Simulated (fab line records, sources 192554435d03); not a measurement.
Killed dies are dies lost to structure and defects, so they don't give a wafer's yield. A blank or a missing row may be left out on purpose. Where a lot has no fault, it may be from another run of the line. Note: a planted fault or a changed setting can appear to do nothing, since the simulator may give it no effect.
Comparing a struck lot with a sound one | flow n5-finfet | 37 out of 1938 route steps
Sound: wafers L658.1, L658.2, L658.5. Struck: wafer L663.1 (left out: L663.4, a lot-mate that was not struck); the cause follows at the end.
Per side, at each step with rows, come the tool, then ch with its chambers, and then its first start. Under that, the readings that differ: sound wafers | struck wafers | difference of the means | sigmas: that difference in standard deviations of wafers without a fault.
alike: readings with means less than 2 such deviations apart, plus words and numbers identical on both sides. not compared: withheld readings, readings lacking a value on some wafer, bounds such as >300 that could conceal the same value, and numbers that have no deviation in the record and whose values overlap.
A row with sigmas, a row that says differs or no value, or rows on one side alone: a step with any of these is where the two part. When numbers do not overlap yet have no deviation, they are printed without sigmas and do not part them. A reading that every wafer of one side lacks parts them only if that side has two wafers or more.

first, 9 steps without rows for these wafers: N5_BEOL_M11_PEB_26 (peb time 60 s); N5_BEOL_M11_DEVELOP_27 (develop time 30 s); N5_BEOL_M11_DESCUM_33 (chemistry O2, time 7.9 s); N5_BEOL_M11_ETCH_65 (etches SiARC in CF4, target depth 39 nm, time 65 s); N5_BEOL_M11_ETCH_66 (etches SOC in N2/H2, target depth 120 nm, overetch 24 nm, time 180 s); N5_BEOL_M11_STRIP_69 (strips in N2/H2); N5_BEOL_M11_VIA_ETCH_34 (etches SiCOH lowk in C4F6/O2, target depth 184.5 nm, time 69.2 s); N5_BEOL_M11_STRIP_73 (strips in C4F6/O2); N5_BEOL_M11_STRIP_36 (strips in N2/H2).
N5_BEOL_M11_TRENCH_ETCH_37: etches SiCOH lowk in C4F6/O2, target depth 148.83 nm, time 48 s.
  sound on rie-diel-06 ch 1,2,3, day 11 03:32; struck on rie-diel-06 ch 1, day 12 06:08
  reading                                     | sound             | struck | difference | sigmas
  run-length-s (s)                            | 71.2 72.4 71.8    | 83.3   | +11.5      | +23
  model.BEOL_M11.feature-depth-nm (nm)        | 146.8 149.2 151.6 | 181.4  | +32.2      |
  model.etch.depth-nm (nm)                    | 146.8 149.1 151.5 | 181.5  | +32.4      |
  model.TiN_of_BEOL_M11_HM_DEP_02.thk-nm (nm) | 15.6 15.6 15.6    | 15.2   | -0.4       |
  alike: drypump-motor-current-A, mfc-ar-sccm, oes-product-au, rf-vpp-V, showerhead-plenum-p-Torr, throttle-valve-pct
  not compared: rf-hours-counter-h
then, 2 steps without rows for these wafers: N5_BEOL_M11_ETCH_41 (etches SiCN in CH3F/O2, target depth 42.6 nm, time 86 s); N5_BEOL_M11_STRIP_77 (strips in N2/H2, time 10 s).
N5_BEOL_M11_OCD_MEAS_38:
  sound: ocd-01 at day 11 03:43; struck: ocd-01 at day 12 06:19
  reading              | sound             | struck | difference | sigmas
  trench-depth-nm (nm) | 146.9 149.0 152.1 | 181.2  | +31.9      | +17
then, 13 steps without rows for these wafers: N5_BEOL_M11_HM_STRIP_39 (strips TiN in peroxide tin strip, target depth 25 nm, time 158 s); N5_BEOL_M11_SRD_40 (time 30 s); N5_BEOL_M11_PRECLEAN_42 (cleans in residue remover, time 60 s); N5_BEOL_M11_SRD_43 (time 30 s); N5_BEOL_M11_CURE_72 (cures SiCOH lowk, time 120 s); N5_BEOL_M11_DEGAS_44 (time 60 s); N5_BEOL_M11_PRE_CLEAN_45 (time 30 s); N5_BEOL_M11_ALD_74 (deposits TaN, target thk 2 nm, pulse time 2 s, purge time 3 s); N5_BEOL_M11_SURFACE_TREAT_76; N5_BEOL_M11_CVD_75 (deposits Co from CCTBA/H2, target thk 2 nm, time 138.9 s); N5_BEOL_M11_SPUTTER_48 (material Cu, target thk 12 nm, time 2 s); N5_BEOL_M11_ECD_50 (material Cu, target thk 318 nm); N5_BEOL_M11_ANNEAL_51 (time 90 s).
N5_BEOL_M11_CMP_52: polishes, stops on SiCOH lowk, t overpolish 7 s, target thk 140 nm.
  sound on cmp-03 ch 1,2, day 11 07:49; struck on cmp-02 ch 2, day 12 09:28
  reading                                 | sound             | struck | difference | sigmas
  model.Cu_of_BEOL_M11_ECD_50.thk-nm (nm) | 138.4 140.2 143.8 | 172    | +31        |
  alike: motor-current-A, retaining-ring-pressure-frac
N5_BEOL_M11_THK_MEAS_53: measures by xrf.
  sound: film-metro-02 at day 11 08:07; struck: film-metro-02 at day 12 09:45
  reading      | sound             | struck | difference | sigmas
  M11_THK (nm) | 137.6 138.8 142.4 | 167.6  | +28.0      | +11
then, 2 steps without rows for these wafers: N5_BEOL_M11_PRE_CLEAN_55 (time 15 s); N5_BEOL_M11_DEP_56 (deposits SiCN from 3MS/NH3, target thk 30 nm, time 10.5 s).
N5_BEOL_M11_RS_MEAS_57: the measuring method here is four-point-probe.
  sound: film-metro-02 at day 11 08:14; struck: film-metro-02 at day 12 09:53
  reading         | sound                | struck | difference | sigmas
  M11_RS (ohm/sq) | 0.1526 0.1506 0.1458 | 0.1206 | -0.0291    | -12
then, 5 steps without rows for these wafers: N5_BEOL_M12_ILD_DEP_00 (deposits SiOC from DEMS/O2, target thk 658.92 nm, time 130.7 s); N5_BEOL_M12_COAT_58 (time 60 s, resist thk 89 nm); N5_BEOL_M12_COAT_04 (resist thk 400 nm); N5_BEOL_M12_EBR_06; N5_BEOL_M12_SOFTBAKE_05 (time 60 s).
N5_BEOL_M15_RC_MEAS_101:
  sound on prober-01 ch 0, day 12 08:26; struck on prober-02 ch 0, day 13 12:01
  reading                    | sound                   | struck   | difference | sigmas
  COMB_M12 (S/m)             | 3.8e-12 6e-12 6.5e-12   | 1.02e-11 | +4.77e-12  | +3
  COMB_M14 (S/m)             | 3.5e-12 3.1e-12 3.3e-12 | 5.3e-12  | +2.0e-12   | +2
  COMB_M15 (S/m)             | 2.1e-12 1.8e-12 1.8e-12 | 3.6e-12  | +1.7e-12   | +2
  SERP_M11 (ohm/um)          | 3.11 3.13 2.96          | 2.43     | -0.64      | -10
  SERP_M11_max_site (ohm/um) | 3.15 3.21 2.98          | 2.47     | -0.64      | -9
  SERP_M13 (ohm/um)          | 0.318 0.317 0.319       | 0.298    | -0.020     | -4
  SERP_M14 (ohm/um)          | 0.165 0.160 0.158       | 0.154    | -0.007     | -2
  SERP_M14_max_site (ohm/um) | 0.167 0.163 0.161       | 0.156    | -0.008     | -2
  SERP_M7 (ohm/um)           | 13.6 13.3 13.6          | 15.2     | +1.7       | +4
  SERP_M8 (ohm/um)           | 14.0 14.1 13.8          | 12.9     | -1.1       | -2
  alike: COMB_M10, COMB_M13, COMB_M5, COMB_M6, COMB_M7, COMB_M8, COMB_M9, SERP_M10, SERP_M12, SERP_M5, SERP_M6, SERP_M9

WHERE THEY PART
Last at N5_BEOL_M15_RC_MEAS_101 as far as this record goes, first at N5_BEOL_M11_TRENCH_ETCH_37.

WHY: what had been put in by the simulator
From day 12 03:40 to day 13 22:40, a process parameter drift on rie-diel-06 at N5_BEOL_M11_TRENCH_ETCH_37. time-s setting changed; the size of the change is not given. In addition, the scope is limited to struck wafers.
